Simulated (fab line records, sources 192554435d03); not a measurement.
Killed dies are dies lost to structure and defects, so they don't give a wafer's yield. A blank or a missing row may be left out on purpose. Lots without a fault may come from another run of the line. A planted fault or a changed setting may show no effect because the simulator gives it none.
Split-lot experiment | flow n5_finfet | 7 lots, 21 wafers read, on a route of 1938 steps

THE SPLIT
At N5_FIN_SAQP_COAT_50 (time 60 s, resist thk 35 nm), the setting spin_rpm was moved away from the recipe's 1500 rpm on 4 of the 21 wafers read, by -4.8% to +5.9%. The other wafers ran this setting at the recipe's value.

FROM THE SPLIT TO THE READING: what the file shows between them, 3 steps
- N5_FIN_SAQP_COAT_10: resist thk 90 nm
- N5_FIN_SAQP_EBR_12
- N5_FIN_SAQP_DESCUM_21: chemistry O2, time 7.9 s

THE READING
CAR-ArF_of_FIN_SAQP_COAT_10.thk_nm (the simulator's own value, which no gauge read), in nm, at N5_FIN_SAQP_ETCH_51 (etches SiARC in CF4, target depth 45.5 nm, time 75.8 s). The file gives no usual value for it. The 17 wafers here that ran the recipe average 50.84 nm, standard deviation 0.23 nm.

wafer  | tool, chamber at the split | spin_rpm as run, rpm | against the recipe | CAR-ArF_of_FIN_SAQP_COAT_10.thk_nm, nm | against lot-mates on the recipe
L077.2 | litho_track-05, 0          | 1500                 | recipe             | 50.54                                  | -
L077.4 | litho_track-05, 0          | 1500                 | recipe             | 50.47                                  | -
L077.6 | litho_track-05, 0          | 1500                 | recipe             | 50.57                                  | -
L081.2 | litho_track-03, 0          | 1500                 | recipe             | 51.31                                  | -
L081.5 | litho_track-03, 0          | 1500                 | recipe             | 51.07                                  | -
L081.6 | litho_track-03, 0          | 1500                 | recipe             | 51.13                                  | -
L082.4 | litho_track-03, 0          | 1500                 | recipe             | 50.88                                  | -
L082.5 | litho_track-03, 0          | 1500                 | recipe             | 50.67                                  | -
L082.6 | litho_track-03, 0          | 1500                 | recipe             | 50.71                                  | -
L086.1 | litho_track-02, 0          | 1572                 | +4.8%              | 51.73                                  | +0.92
L086.3 | litho_track-02, 0          | 1500                 | recipe             | 50.81                                  | -
L086.6 | litho_track-02, 0          | 1572                 | +4.8%              | 51.52                                  | +0.71
L087.1 | litho_track-03, 0          | 1500                 | recipe             | 51.02                                  | -
L087.4 | litho_track-03, 0          | 1500                 | recipe             | 51.14                                  | -
L087.6 | litho_track-03, 0          | 1500                 | recipe             | 50.88                                  | -
L090.2 | litho_track-03, 0          | 1500                 | recipe             | 50.61                                  | -
L090.3 | litho_track-03, 0          | 1500                 | recipe             | 50.75                                  | -
L090.6 | litho_track-03, 0          | 1588                 | +5.9%              | 51.75                                  | +1.07
L095.1 | litho_track-02, 0          | 1500                 | recipe             | 50.82                                  | -
L095.3 | litho_track-02, 0          | 1428                 | -4.8%              | 49.8                                   | -1.06
L095.4 | litho_track-02, 0          | 1500                 | recipe             | 50.91                                  | -

THE FIT
A straight line over all 21 wafers: CAR-ArF_of_FIN_SAQP_COAT_10.thk_nm changes by +0.175 nm for each +1% of spin_rpm; r = +0.87; the points scatter about the line by 0.23 nm.
The same after taking each lot's own level away (the mean of its wafers on the recipe; 21 wafers): +0.187 nm for each +1%; r = +0.98; scatter 0.094 nm.
On that fit, the largest move of spin_rpm shifts the reading by 1.1 nm.
The lots' own levels span 50.527 to 51.170 nm, that is 2.8 times the standard deviation above.
So the lot-to-lot level changes the slope little: the two slopes agree.
Check: with one of the wafers moved furthest among these (+5.9%) left out of the fit, the line predicts +1.09 nm for it against its lot-mates. It came out at +1.07 nm against them.

OTHER SPLITS ON THESE WAFERS
These wafers also went through other splits before the reading. Each is held against what the fit with the lots' levels taken away leaves over:
other split on the same wafers        | wafers away from the commonest value | r with CAR-ArF_of_FIN_SAQP_COAT_10.thk_nm (lot level and that fit taken away)
N5_WELL_APT_COAT_02 spin_rpm          | 5                                    | -0.23
N5_WELL_APT_PEB_06 peb_time_s         | 7                                    | -0.25
N5_WELL_APT_DEVELOP_07 develop_time_s | 8                                    | +0.15
N5_FIN_SAQP_PECVD_06 time_s           | 5                                    | +0.14

THE WHOLE CHAIN: every reading that the file lists as answering this split, in the file's order
step                | what it does                                           | reading                                                                             | change (the file's fit)               | r (the file's)
N5_FIN_SAQP_COAT_50 | time 60 s, resist thk 35 nm                            | SiARC_of_FIN_SAQP_COAT_50.thk_nm (the simulator's own value, which no gauge read)   | -0.167 nm for each +1% of the setting | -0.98
N5_FIN_SAQP_ETCH_51 | etches SiARC in CF4, target depth 45.5 nm, time 75.8 s | etch.depth_nm (the simulator's own value, which no gauge read)                      | -0.167 nm for each +1% of the setting | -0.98
N5_FIN_SAQP_ETCH_51 | etches SiARC in CF4, target depth 45.5 nm, time 75.8 s | CAR-ArF_of_FIN_SAQP_COAT_10.thk_nm (the simulator's own value, which no gauge read) | +0.19 nm for each +1% of the setting  | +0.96

THE FILE'S OWN FIT
CAR-ArF_of_FIN_SAQP_COAT_10.thk_nm changes by +0.19 nm for each +1% of spin_rpm, r = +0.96.
